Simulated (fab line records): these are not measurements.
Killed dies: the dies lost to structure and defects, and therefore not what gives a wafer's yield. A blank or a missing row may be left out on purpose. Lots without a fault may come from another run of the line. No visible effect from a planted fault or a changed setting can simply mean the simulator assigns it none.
Chamber matching	flow n5_finfet	N5_BEOL_M8_CMP_52 on cmp-02 has 4 sister chambers
The step polishes, stops on SiCOH lowk, t overpolish 6.9 s, target thk 80 nm. 7 wafers are shown with their chamber, then 8 later ones without.

## WAFERS, EACH WITH ITS CHAMBER
wafer	chamber	motor_current_A (A)	barrier_field_endpoint_s (s)
L080.6	1	6.3	29.3
L081.5	3	8.0	29.7
L081.6	2	6.5	30.6
L082.2	0	7.1	29.4
L082.3	3	7.7	29.4
L082.6	0	7.1	29.4
L094.1	1	6.2	28.4

## WAFERS WHOSE CHAMBER IS MISSING
wafer	motor_current_A (A)	barrier_field_endpoint_s (s)
L094.2	6.4	28.9
L094.6	6.2	29.6
L097.1	6.3	29.6
L097.2	6.5	29.4
L097.5	6.2	29.4
L096.2	7.0	28.3
L096.4	7.5	30.0
L096.5	6.2	29.6

## THE CHAMBER EACH PASSED THROUGH
wafer	from the rows above	in truth
L094.2	1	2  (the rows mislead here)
L094.6	can't be placed: 1 or 2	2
L097.1	can't be placed: 1 or 2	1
L097.2	can't be placed: 1 or 2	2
L097.5	1	1
L096.2	0	0
L096.4	can't be placed: 3 or 0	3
L096.5	can't be placed: 1 or 2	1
2 of 8 placed correctly. These rows do not allow placing 5 (true chamber among the candidates in 5). Placed wrongly: 1.
How it was worked out, from the rows above alone: a wafer's distance from a chamber is the root of the sum, over the readings, of the square of ((its reading less the chamber's mean) divided by the reading's scatter). The wafer belongs to the nearest chamber; if the next one is less than 2 further off, it can't be placed. A chamber's mean is the mean of its shown wafers. How the scatter is found: for the shown wafers, subtract from each reading the mean of its chamber, square and add these, divide the total by (wafers less chambers), then take the root.
